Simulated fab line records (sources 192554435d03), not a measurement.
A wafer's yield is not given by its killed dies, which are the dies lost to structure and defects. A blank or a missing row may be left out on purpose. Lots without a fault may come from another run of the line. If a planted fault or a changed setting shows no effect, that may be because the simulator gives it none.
Struck lot and sound lot, side by side || flow n5-finfet || 37 out of 1938 route steps
Sound: these wafers, L472.1, L472.4, L472.6. Struck: wafers L457.1, L457.2, L457.3. Last of all comes the cause.
Per side, at each step with rows, come the tool, then ch with its chambers, and then its first start. Under that, the readings that differ: sound wafers || struck wafers || difference of the means || sigmas: that difference in standard deviations of wafers without a fault.
alike: same words and numbers on both sides, and readings whose means sit less than 2 such deviations apart. not compared: any withheld reading, any reading some wafer has no value for, any bound like >300 that may hide the same value, and any number with overlapping values for which the record gives no deviation.
A row with sigmas, a row that says differs or no value, or rows on one side alone: a step with any of these is where the two part. When numbers do not overlap yet have no deviation, they are printed without sigmas and do not part them. Lack of a reading on every wafer of one side parts them only where that side has two or more wafers.

first, 9 steps without rows for these wafers: N5_HKMG_FIN_SOFTBAKE_44 (time 60 s); N5_HKMG_FIN_EXPOSE_46 (exposes mask NDIPOLE); N5_HKMG_FIN_PEB_47 (peb time 60 s); N5_HKMG_FIN_DEVELOP_48 (develop time 30 s); N5_HKMG_FIN_DESCUM_53 (chemistry O2, time 7.9 s); N5_HKMG_FIN_ETCH_54 (etches SiARC in CF4, target depth 45.5 nm, time 75.8 s); N5_HKMG_FIN_ETCH_55 (etches SOC in N2/H2, target depth 240 nm, time 300 s); N5_HKMG_FIN_STRIP_56 (strips in N2/H2); N5_HKMG_FIN_STRIP_57 (strips in CF4).
N5_HKMG_FIN_ETCH_58: etches SOC in N2/H2, target depth 215.8 nm, time 741 s.
  sound on rie-diel-01 ch 0,3, day 9 19:41; struck on rie-diel-05 ch 1,2,3, day 6 01:45
  no value came back on the struck wafers for any of 8 readings (bias-w (W), chamber-pressure-mTorr (mTorr) and others); on the sound wafers bias-w (W) reads 13.06 13.00 13.05
{"reading": "model.SOC_of_HKMG_FIN_COAT_41.thk-nm (nm)", "sound": "85.8 86 87.6", "struck": "300.8 300.4 300.6", "difference": "+214.1", "sigmas": ""}
{"reading": "model.HKMG_FIN.feature-depth-nm (nm)", "sound": "215.8 215 213.6", "struck": "233.6 236.8 232.4", "difference": "+19.5", "sigmas": ""}
  not compared: rf-hours-counter-h
N5_HKMG_FIN_STRIP_93: strips SOC in N2/H2, time 20 s.
  sound on rie-diel-01 ch 0,3, day 9 20:07; struck on rie-diel-05 ch 1,2,3, day 6 02:11
{"reading": "oes-product-au (a.u.)", "sound": "0.78 0.97 0.96", "struck": "0.70 0.73 0.68", "difference": -0.20, "sigmas": -2}
{"reading": "model.SOC_of_HKMG_FIN_COAT_41.thk-nm (nm)", "sound": "75.8 76 77.6", "struck": "290.8 290.2 290.6", "difference": "+214.1", "sigmas": ""}
  alike: drypump-motor-current-A, rf-vpp-V, showerhead-plenum-p-Torr, throttle-valve-pct
  not compared: rf-hours-counter-h
then, 24 steps without rows for these wafers: N5_HKMG_FIN_WET_ETCH_76 (etches Al2O3 in dNH4OH, stops on La2O3, target depth 2.25 nm, rinse time 30 s); N5_HKMG_FIN_STRIP_60 (strips in N2/H2, time 360 s); N5_HKMG_FIN_WET_ETCH_77 (etches La2O3 in dHCl, stops on HfO2, target depth 2 nm); N5_HKMG_FIN_WET_ETCH_78 (etches Al2O3 in dNH4OH, stops on La2O3, target depth 4.5 nm, rinse time 30 s); N5_HKMG_FIN_ALD_79 (deposits TiN, target thk 1.5 nm, pulse time 1 s, purge time 3 s); N5_HKMG_FIN_CVD_62 (deposits a-Si from Si2H6, target thk 3 nm, time 20.8 s); N5_HKMG_FIN_RTA_80 (time 2 s); N5_HKMG_FIN_PRECLEAN_64 (cleans in dHF, time 30 s); N5_HKMG_FIN_WET_ETCH_65 (etches a-Si in TMAH, stops on TiN, time 49 s, target depth 3 nm); N5_HKMG_FIN_WET_ETCH_81 (etches TiN in SC1, stops on HfO2, time 57 s, target depth 6 nm); N5_HKMG_FIN_WET_ETCH_82 (etches La2O3 in dHCl, stops on HfO2, target depth 2 nm, rinse time 30 s); N5_HKMG_FIN_ALD_36 (deposits TiN, target thk 1 nm, pulse time 1 s, purge time 3 s); N5_HKMG_FIN_PWFM_ALD_03 (deposits TiN, target thk 2 nm, pulse time 1 s, purge time 3 s); N5_HKMG_FIN_COAT_29 (time 60 s, resist thk 300 nm); N5_HKMG_FIN_COAT_30 (time 60 s, resist thk 35 nm); N5_HKMG_FIN_COAT_06 (resist thk 90 nm); N5_HKMG_FIN_EBR_08; N5_HKMG_FIN_SOFTBAKE_07 (time 60 s); N5_HKMG_FIN_EXPOSE_09 (exposes mask NWFM); N5_HKMG_FIN_PEB_10 (peb time 60 s); N5_HKMG_FIN_DEVELOP_11 (develop time 30 s); N5_HKMG_FIN_DESCUM_17 (chemistry O2, time 7.9 s); N5_HKMG_FIN_ETCH_31 (etches SiARC in CF4, target depth 45.5 nm, time 75.8 s); N5_HKMG_FIN_ETCH_32 (etches SOC in N2/H2, target depth 240 nm, time 300 s).
-- record jumps: 4 days separate the struck wafers' starts on either side; left off in module HKMG_FIN, taken up again in module BEOL_M4, whose first shown step is the route's number 1111 --
N5_BEOL_M4_RC_MEAS_101:
  sound on prober-01 ch 0, day 14 06:17; struck on prober-01 ch 0, day 10 04:49
{"reading": "IOFF_N (nA/um)", "sound": "0.19 0.19 0.17", "struck": "29.96 41.41 32.75", "difference": "+34.52", "sigmas": "+99 or more"}
{"reading": "IOFF_N_85C (nA/um)", "sound": "3.6 3.6 3.3", "struck": "249.1 328.9 268.7", "difference": "+278.7", "sigmas": "+99 or more"}
{"reading": "IOFF_N_LIN (nA/um)", "sound": "0.088 0.083 0.079", "struck": "14.383 18.314 15.099", "difference": "+15.849", "sigmas": "+99 or more"}
{"reading": "IOFF_N_LONG (nA/um)", "sound": "5.42e-05 5.39e-05 5.39e-05", "struck": "0.01019 0.010223 0.010026", "difference": "+0.01009", "sigmas": "+99 or more"}
{"reading": "ION_N (uA/um)", "sound": "686 676 672", "struck": "948 973 954", "difference": "+280", "sigmas": "+22"}
{"reading": "VT_N (mV)", "sound": "246 248 247", "struck": "97 94 98", "difference": -151, "sigmas": -38}
{"reading": "VT_N_LONG (mV)", "sound": "272.8 276.9 276.2", "struck": "123.4 125.1 124.8", "difference": -150.9, "sigmas": -69}
{"reading": "VT_P_LVT (mV)", "sound": "-99.6 -100.8 -101.2", "struck": "-252.0 -249.5 -251.6", "difference": -150.5, "sigmas": -54}
  alike: DIBL_N, DIBL_P, IOFF_P, ION_P, SS_N, SS_P, VT_P
-- here the record skips 5 days between the struck wafers' starts before and after, leaving off in module BEOL_M4 and picking up in module PASSIVATION (first step shown: number 1936 of the route) --
N5_PASSIVATION_PROBE_49:
  struck on prober-02, day 14 18:01; sound on prober-01, day 19 05:21
{"reading": "sort_bin_4_leakage (%)", "sound": "0 0 0", "struck": "92.88 92.80 92.71", "difference": "+92.80", "sigmas": "+99 or more"}
{"reading": "sort_bin_5_function (%)", "sound": "4.8 5.8 6.2", "struck": "3.8 3.6 3.7", "difference": -1.9, "sigmas": -2}
{"reading": "sort-n-pass", "sound": "1077 1069 1074", "struck": "0 0 0", "difference": -1073, "sigmas": -63}
{"reading": "sort-yield-pct (%)", "sound": "91.3 90.6 91.0", "struck": "0 0 0", "difference": -91, "sigmas": -65}
  alike: defect-limited-yield, killed_at_M0_to_M3, killed_at_M4_up, killed-at-contacts, killed-at-front-end, killed-at-other, killed-dies, killed-open, killed-short, sort_bin_6_memory

WHERE THEY PART
Earliest at N5_HKMG_FIN_ETCH_58; latest, in this record, at N5_PASSIVATION_PROBE_49.

WHY: what the simulator had put in
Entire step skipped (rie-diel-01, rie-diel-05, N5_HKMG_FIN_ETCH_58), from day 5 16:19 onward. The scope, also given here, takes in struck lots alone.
